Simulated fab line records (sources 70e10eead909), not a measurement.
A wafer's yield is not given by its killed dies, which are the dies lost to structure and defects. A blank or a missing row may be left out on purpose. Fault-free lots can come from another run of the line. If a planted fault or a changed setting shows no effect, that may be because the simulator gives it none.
What tool caused it?	flow nand_harc	13 lots, 39 wafers sampled, at 5 steps of a route of 1159

WHAT THE GAUGES SHOWED, per wafer
NHARC_THIN_TSV_CD_MEAS_12: target cd 1000 nm.
lot	measured	on	cd_nm (nm)
L928	day 18 13:37	cd_sem-01	1003.9 1003.6 1002.7
L927	day 18 21:07	cd_sem-03	1004.5 999.8 1001.0
L929	day 18 23:35	cd_sem-02	1000.5 999.2 995.1
L932	day 19 00:44	cd_sem-02	1001.2 999.7 1003.6
L931	day 19 23:55	cd_sem-01	1003.6 1003.3 1004.6
L934	day 20 09:12	cd_sem-02	1006.2 1000.1 1001.5
L936	day 21 01:25	cd_sem-03	999.7 1001.3 999.2
L933	day 21 02:56	cd_sem-01	1005.3 1002.3 1005.0
L937	day 21 09:16	cd_sem-02	1003.1 997.5 997.3
L935	day 21 10:27	cd_sem-02	1001.1 999.3 1003.6
L939	day 22 22:50	cd_sem-03	998.7 1000.9 1003.6
L946	day 24 02:10	cd_sem-02	1002.5 1003.2 999.7
L950	day 25 00:44	cd_sem-01	1002.5 1002.0 1000.2

NHARC_END_SORT_01.
lot	measured	on	defect_limited_yield (%)	killed_at_array	killed_at_other	killed_at_periphery	killed_dies	killed_open	killed_short	sort_bin_2_pct (%)	sort_bin_3_pct (%)	sort_bin_4_pct (%)	sort_n_pass	sort_rim_yield_pct (%)	sort_yield_pct (%)
L932	day 19 22:07	prober-01	95.3 96.3 95.0	29 22 31	0 0 0	3 3 3	32 25 34	6 3 3	3 3 3	1.2 1.6 1.3	0.30 0 0.15	3.2 2.1 3.5	645 652 643	99.1 99.1 99.1	95.3 96.3 95.0
L936	day 21 18:05	prober-02	96.2 96.6 96.9	26 17 19	0 1 0	0 5 2	26 23 21	8 7 7	3 2 2	1.3 1.2 0.7	0.15 0.15 0	2.4 2.1 2.4	651 654 656	97.2 100.0 97.2	96.2 96.6 96.9
L937	day 22 01:53	prober-01	95.4 95.3 96.0	30 30 27	0 0 0	1 2 0	31 32 27	2 4 1	3 2 1	1.5 1.3 2.1	0 0.30 0.30	3.1 3.1 1.6	646 645 650	98.1 99.1 97.2	95.4 95.3 96.0
L939	day 23 12:43	prober-01	93.6 93.2 94.8	32 35 29	3 5 1	8 6 5	43 46 35	4 3 3	2 2 2	1.9 1.6 0.9	1.18 0.44 0.15	3.2 4.7 4.1	634 631 642	96.2 96.2 98.1	93.6 93.2 94.8

EACH LOT AND THE TOOL THAT RAN IT (in order: tool; ch and the chambers of the sampled wafers; start)
lot	NHARC_THIN_TSV_ECD_20	NHARC_THIN_TSV_CMP_21	NHARC_THIN_TSV_PRE_CLEAN_54
L928	ecd_cu-02 ch 0,1, day 18 16:50	cmp-03 ch 0,2,3, day 18 18:01	pvd_sputter-03, day 18 18:37
L927	ecd_cu-02 ch 0,1, day 19 00:36	cmp-02 ch 1,2, day 19 01:41	pvd_sputter-03, day 19 02:14
L929	ecd_cu-02 ch 1, day 19 02:49	cmp-03 ch 2,3, day 19 03:53	pvd_sputter-02, day 19 04:31
L932	ecd_cu-02 ch 0,1, day 19 03:59	cmp-03 ch 1,3, day 19 05:08	pvd_sputter-03, day 19 05:38
L931	ecd_cu-01 ch 0,1, day 20 03:38	cmp-03 ch 0,3, day 20 04:49	pvd_sputter-01, day 20 05:22
L934	ecd_cu-01 ch 0,1, day 20 12:39	cmp-04 ch 0,2,3, day 20 13:51	pvd_sputter-02, day 20 14:20
L936	ecd_cu-02 ch 0,1, day 21 04:53	cmp-04 ch 0,2, day 21 05:59	pvd_sputter-01, day 21 06:29
L933	ecd_cu-02 ch 0,1, day 21 06:22	cmp-03 ch 1,2,3, day 21 07:26	pvd_sputter-01, day 21 07:58
L937	ecd_cu-02 ch 0,1, day 21 12:50	cmp-04 ch 1,2,3, day 21 15:32	pvd_sputter-02, day 21 16:00
L935	ecd_cu-02 ch 0,1, day 21 13:40	cmp-02 ch 1,2,3, day 21 14:48	pvd_sputter-03, day 21 15:16
L939	ecd_cu-01 ch 1, day 23 02:27	cmp-03 ch 2,3, day 23 04:27	pvd_sputter-01, day 23 05:00
L946	ecd_cu-02 ch 0,1, day 24 05:38	cmp-04 ch 0,1,3, day 24 08:15	pvd_sputter-02, day 24 08:45
L950	ecd_cu-01 ch 0,1, day 25 04:34	cmp-02 ch 0,2,3, day 25 05:32	pvd_sputter-02, day 25 06:04
- NHARC_THIN_TSV_ECD_20: material Cu, target thk 2000 nm.
- NHARC_THIN_TSV_CMP_21: polishes, t overpolish 30 s, target thk 2000 nm.
- NHARC_THIN_TSV_PRE_CLEAN_54: time 30 s.

AS READ BY THE TOOLS THEMSELVES (means over the sampled wafers that have a number; for cases with no such wafer, the mark the record gives instead)
NHARC_THIN_TSV_CMP_21.
lot	tool	motor_current_A (A)	overpolish_run_s (s)
L928	cmp-03	13.5	29.997
L927	cmp-02	10.6	30.003
L929	cmp-03	12.1	29.998
L932	cmp-03	13.3	30.004
L931	cmp-03	14.4	29.998
L934	cmp-04	11.0	30.004
L936	cmp-04	11.9	30.004
L933	cmp-03	12.7	30.006
L937	cmp-04	11.5	30.006
L935	cmp-02	10.1	29.988
L939	cmp-03	12.2	29.985
L946	cmp-04	10.9	30.008
L950	cmp-02	11.4	29.998

NHARC_THIN_TSV_PRE_CLEAN_54.
lot	tool	heater_power_w (W)
L928	pvd_sputter-03	382
L927	pvd_sputter-03	367
L929	pvd_sputter-02	442
L932	pvd_sputter-03	407
L931	pvd_sputter-01	410
L934	pvd_sputter-02	436
L936	pvd_sputter-01	450
L933	pvd_sputter-01	414
L937	pvd_sputter-02	450
L935	pvd_sputter-03	367
L939	pvd_sputter-01	449
L946	pvd_sputter-02	453
L950	pvd_sputter-02	429

THE ANSWER, worked out from the rows above alone
Rule: usual is defined by the lots themselves. Put in order of their means at a reading, lots are off if they are a third of the lots or fewer, leave a main group of 4 or more, and stand apart from it by a gap of 3 or more times the standard deviation of the main group's means; of several such gaps the widest counts. A main group is skipped when, at the precision printed for the reading in the tables above, its means are all equal. A lot without any number at a reading at which 4 lots or more have one is off too. Any other lot the step has rows for is counted as sound. Order of review: gauges by route order, followed by the tools' own readings, for which a lot's mean as printed above is used. The first step at which some lot is off is used, and at that step the reading that is off furthest; a lot without a number counts as furthest.
None of the lots is off at any reading shown; this tells nothing.

WHAT HAD BEEN PUT IN BY THE SIMULATOR
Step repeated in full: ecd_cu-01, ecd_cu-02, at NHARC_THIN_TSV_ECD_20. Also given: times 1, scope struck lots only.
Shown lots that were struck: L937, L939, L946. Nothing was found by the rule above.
